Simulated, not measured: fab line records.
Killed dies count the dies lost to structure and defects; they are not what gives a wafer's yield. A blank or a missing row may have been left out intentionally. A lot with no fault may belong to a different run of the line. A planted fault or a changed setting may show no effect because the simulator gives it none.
Problem report in the 8D (eight disciplines) form, filled by code -- flow n5 finfet -- the parts of the form that need people (team, actions taken, sign-off) are left out

== 1. WHAT IS WRONG ==
Wafers without a fault read 20.00 mTorr, standard deviation 0.032; chamber pressure mTorr at N5_BEOL_M2_STRIP_36 reads a mean of 25.99 mTorr on 6 wafers belonging to 2 lots. That is +99 or more standard deviations from the usual mean.
The step: strips in N2/H2.
First seen on wafer L247.1, day 10 16:26, on rie diel-05. The record has a number at this step for 28 wafers belonging to 11 lots. By rule, "out" or "out of limits" means more than 4 standard deviations away from the usual mean. The rest of the wafers with a number are treated as sound.

== 2. WHAT THIS IS AND IS NOT ==
question,is,is not
which readings at this step,chamber pressure mTorr,"drypump motor current A, oes product au, rf vpp V, showerhead plenum p Torr, throttle valve pct"
which lots,"L246, L247","L233, L234, L235, L238, L239, L240, L250, L252, L256"
which wafers of those lots,all that have a number,-
read on which tools,rie diel-05,"rie diel-04, rie diel-06"
when,from day 10 16:26,"up to then (16 sound wafers); but 6 sound wafers of L250, L252, L256 came after"

== 3. THE SUSPECTS, EACH WITH WHAT RULES IT OUT ==
Counting: a tool at any process step up to the reading remains a suspect when it ran all the lots that are out and ran no sound lot after the first of those.
- rie diel-06 at N5_BEOL_M2_STRIP_19 (strips in O2): ruled out as a lasting fault. The sound lots L250 went through it after L247, its earliest lot that is out (day 10 09:38).
- rie diel-05 at N5_BEOL_M2_STRIP_36 (strips in N2/H2): kept. It processed each lot that is out, first L247 at day 10 16:26, and no sound lot thereafter; up to then, the last sound lot it processed was L240 at day 8 09:29. Its own chamber pressure mTorr readings are out on those wafers.
The count leaves rie diel-05 at N5_BEOL_M2_STRIP_36.

== 4. THE CAUSE (what the simulator had put in) ==
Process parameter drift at N5_BEOL_M2_STRIP_36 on rie diel-05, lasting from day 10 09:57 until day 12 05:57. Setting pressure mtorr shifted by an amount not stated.
This tool alone remained once counting was done.

== 5. SEQUENCE OF EFFECTS, ordered by route ==
Each row: a reading whose mean over the struck wafers that have a number lies more than 3 standard deviations from the usual. Only readings whose record carries a usual standard deviation are examined. hours: median over the lots of the time between each lot's start at the first step of this table that gives one and its start at this step. sigmas: the change, counted in usual standard deviations.
hours,step,reading,usual,on struck wafers,change,sigmas
0,N5_BEOL_M2_STRIP_36,chamber pressure mTorr,20.00 mTorr,25.99,+5.99,+99 or more
The process steps in it:
- N5_BEOL_M2_STRIP_36: strips in N2/H2.
At these later measuring or inspecting steps, every struck wafer for which the step has a row has a number for every such reading, and none has moved that far: N5_BEOL_M4_RC_MEAS_101.

== 6. WHAT WOULD HAVE CAUGHT IT SOONER ==
In this record the first reading out of limits was taken at day 10 16:26, 6 hours after the fault began at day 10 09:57.
